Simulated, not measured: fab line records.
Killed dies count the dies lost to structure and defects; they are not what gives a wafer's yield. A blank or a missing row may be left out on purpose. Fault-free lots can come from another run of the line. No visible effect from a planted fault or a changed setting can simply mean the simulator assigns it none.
Chamber matching    flow n5-finfet    pecvd-01 running N5_GATE_CUT_HM_DEP_46: 3 sister chambers
The step deposits SiO2 from TEOS/O2, target thk 130 nm, time 26.6 s. 3 wafers are shown with their chamber, then 11 later ones without.

== WAFERS WITH THEIR CHAMBER ==
wafer   chamber  throttle-valve-pct (%)
L084.5  1        17.8
L085.5  0        20.6
L086.2  2        18.1

== WAFERS WHOSE CHAMBER IS MISSING ==
wafer   throttle-valve-pct (%)
L086.3  17.7
L086.6  17.7
L090.1  20.3
L090.3  17.9
L090.4  20.4
L091.2  18.0
L091.5  20.4
L091.6  18.1
L094.1  18.2
L094.5  18.1
L094.6  20.3

== THE CHAMBER EACH PASSED THROUGH ==
wafer   from the rows above      in truth
L086.3  can't be placed: 1 or 2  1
L086.6  can't be placed: 1 or 2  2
L090.1  0                        0
L090.3  can't be placed: 1 or 2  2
L090.4  0                        0
L091.2  can't be placed: 2 or 1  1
L091.5  0                        0
L091.6  can't be placed: 2 or 1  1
L094.1  can't be placed: 2 or 1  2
L094.5  can't be placed: 2 or 1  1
L094.6  0                        0
Correctly placed: 4 of 11. Unplaceable from these rows: 7, with the true chamber sitting among the candidates in 7. Number placed wrongly: 0.
How it was worked out, from the rows above alone: a wafer's distance from a chamber is the root of the sum, over the readings, of the square of ((its reading less the chamber's mean) divided by the reading's scatter). If the next closest chamber is less than 2 further off than the closest, the wafer can't be placed; otherwise it belongs to the closest. Each chamber's mean is taken over the wafers shown for it. The scatter (one wafer shown for each chamber): square how far every hidden wafer sits from the nearest shown wafer, average those squares and take the square root.
